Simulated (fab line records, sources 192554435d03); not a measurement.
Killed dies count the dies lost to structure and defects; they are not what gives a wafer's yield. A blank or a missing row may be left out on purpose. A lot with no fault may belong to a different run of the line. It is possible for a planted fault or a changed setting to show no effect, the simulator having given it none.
A lot that was struck, set against a sound lot | flow n5Finfet | 23 out of 1938 route steps
Sound: the wafers L420.2, L420.3, L420.4. Wafers struck: L410.3, L410.5, L410.6. The cause comes at the end.
Each step with rows lists, per side, the tool, then ch with its chambers, then its first start. Under that, the readings that differ: sound wafers | struck wafers | difference of the means | sigmas: that difference in standard deviations of wafers without a fault.
alike: a reading whose means differ by less than 2 such deviations, as well as words and numbers matching on both sides. not compared: withheld readings; readings where some wafer has no value; bounds like >300 that might hide an equal value; numbers whose values overlap and for which the record gives no deviation.
The two part at a step that has a row with sigmas, a row that says differs or no value, or rows on one side only. Numbers that have no deviation but don't overlap get no sigmas and don't part them. A reading missing from all wafers of one side parts the sides only when that side holds two or more wafers.

first, 11 steps without rows for these wafers: N5_BEOL_M3_DESCUM_16 (chemistry O2, time 7 s); N5_BEOL_M3_ETCH_74 (etches underlayer in N2/H2, target depth 6.5 nm, time 5.2 s); N5_BEOL_M3_ETCH_63 (etches SiARC in CF4, target depth 15.6 nm, time 26 s); N5_BEOL_M3_ETCH_64 (etches SOC in N2/H2, target depth 75 nm, overetch 15 nm, time 112.5 s); N5_BEOL_M3_STRIP_65 (strips in N2/H2); N5_BEOL_M3_STRIP_75 (strips in N2/H2); N5_BEOL_M3_STRIP_66 (strips in CF4); N5_BEOL_M3_HM_OPEN_17 (chemistry Cl2/BCl3, target TiN, target depth 20 nm, overetch 6 nm); N5_BEOL_M3_STRIP_19 (strips in O2); N5_BEOL_M3_COAT_67 (time 60 s, resist thk 60 nm); N5_BEOL_M3_COAT_68 (time 60 s, resist thk 12 nm).
N5_BEOL_M3_COAT_76: time 60 s, resist thk 5 nm.
  sound on lithoTrack-04 ch 0, day 13 06:44; struck on lithoTrack-02 ch 0, day 11 04:11
reading            | sound                | struck               | difference | sigmas
spinSpeedRpm (rpm) | 1499.0 1500.6 1499.5 | 1417.8 1418.6 1418.6 | -81.4      | -81
then, 7 steps without rows for these wafers: N5_BEOL_M3_COAT_22 (resist thk 30 nm); N5_BEOL_M3_EBR_24; N5_BEOL_M3_SOFTBAKE_23 (time 60 s); N5_BEOL_M3_EXPOSE_25 (exposes mask V2, defocus 5 nm); N5_BEOL_M3_PEB_26 (peb time 60 s); N5_BEOL_M3_DEVELOP_27 (develop time 30 s); N5_BEOL_M3_DESCUM_33 (chemistry O2, time 7 s).
N5_BEOL_M3_ETCH_77: etches underlayer in N2/H2, target depth 6.5 nm, time 5.2 s.
  sound on rieDiel-05 ch 0,2,3, day 13 07:11; struck on rieDiel-06 ch 0,1, day 11 04:48
reading                 | sound             | struck            | difference | sigmas
throttleValvePct (%)    | 17.34 17.64 17.79 | 18.11 18.13 18.12 | +0.53      | +2
model.etch.depthNm (nm) | 4.97 4.978 4.966  | 5.134 5.121 5.139 | +0.160     | 
  alike: drypumpMotorCurrentA, etchRfOnTimeS, oesProductAu, rfVppV, showerheadPlenumPTorr
  not compared: rfHoursCounterH
then, 1 step without rows for these wafers: N5_BEOL_M3_ETCH_69 (etches SiARC in CF4, target depth 15.6 nm, time 26 s).
N5_BEOL_M4_RC_MEAS_101:
  sound on prober-01 ch 0, day 14 22:01; struck on prober-01 ch 0, day 12 12:49
  alike: DIBL_N, DIBL_P, IOFF_N, IOFF_P, ION_N, ION_P, SS_N, SS_P, VT_N, VT_P
-- here the record skips 4 days between the struck wafers' starts before and after, leaving off in module BEOL_M4 and picking up in module PASSIVATION (first step shown: number 1936 of the route) --
N5_PASSIVATION_PROBE_49:
  sound: prober-02 at day 19 12:58; struck: prober-02 at day 16 17:13
  alike: defectLimitedYield, killed_at_M0_to_M3, killed_at_M4_up, killedAtContacts, killedAtFrontEnd, killedAtOther, killedDies, killedOpen, killedShort, sort_bin_5_function, sort_bin_6_memory, sort_bin_8_speed, sortNPass, sortYieldPct

## WHERE THEY PART
Earliest at N5_BEOL_M3_COAT_76; latest, in this record, at N5_BEOL_M3_ETCH_77. Later steps at which nothing parts them and some readings are alike: N5_BEOL_M4_RC_MEAS_101, N5_PASSIVATION_PROBE_49.

WHY: the cause the simulator had injected
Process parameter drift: lithoTrack-02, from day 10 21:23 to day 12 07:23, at N5_BEOL_M3_COAT_76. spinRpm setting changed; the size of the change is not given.
